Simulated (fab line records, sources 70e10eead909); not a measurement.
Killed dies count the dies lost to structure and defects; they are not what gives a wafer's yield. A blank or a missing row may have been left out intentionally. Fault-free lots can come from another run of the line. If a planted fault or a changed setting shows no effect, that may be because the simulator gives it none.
Chamber matching | flow nand harc | NHARC_A_STAIRCASE_DESCUM_443 on rie diel-09 has 4 sister chambers
The step chemistry O2, time 3 s. 4 wafers are shown with their chamber, then 9 later ones without.

WAFERS PAIRED WITH THEIR CHAMBERS
wafer  | chamber | showerhead plenum p Torr (Torr)
L087.1 | 1       | 1.85
L087.5 | 2       | 1.91
L089.3 | 0       | 1.97
L089.5 | 3       | 2.03

WAFERS MISSING THEIR CHAMBER
wafer  | showerhead plenum p Torr (Torr)
L093.1 | 1.90
L093.4 | 2.03
L093.6 | 2.03
L094.3 | 1.84
L094.4 | 1.90
L094.5 | 2.02
L097.4 | 1.89
L097.5 | 2.02
L097.6 | 1.89

CHAMBER TAKEN BY EACH
wafer  | from the rows above     | in truth
L093.1 | 2                       | 2
L093.4 | 3                       | 3
L093.6 | 3                       | 3
L094.3 | 1                       | 1
L094.4 | 2                       | 2
L094.5 | 3                       | 3
L097.4 | can't be placed: 2 or 1 | 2
L097.5 | 3                       | 3
L097.6 | can't be placed: 2 or 1 | 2
Correctly placed: 7 of 9. From these rows, 2 cannot be placed; in 2 the true chamber is one of the candidates. Number placed wrongly: 0.
How it was worked out, from the rows above alone: a wafer's distance from a chamber is the root of the sum, over the readings, of the square of ((its reading less the chamber's mean) divided by the reading's scatter). The wafer belongs to the nearest chamber; if the next one is less than 2 further off, it can't be placed. Each chamber's mean is taken over the wafers shown for it. The scatter: root of mean squared gap, hidden wafer to nearest shown wafer, with one shown wafer a chamber.
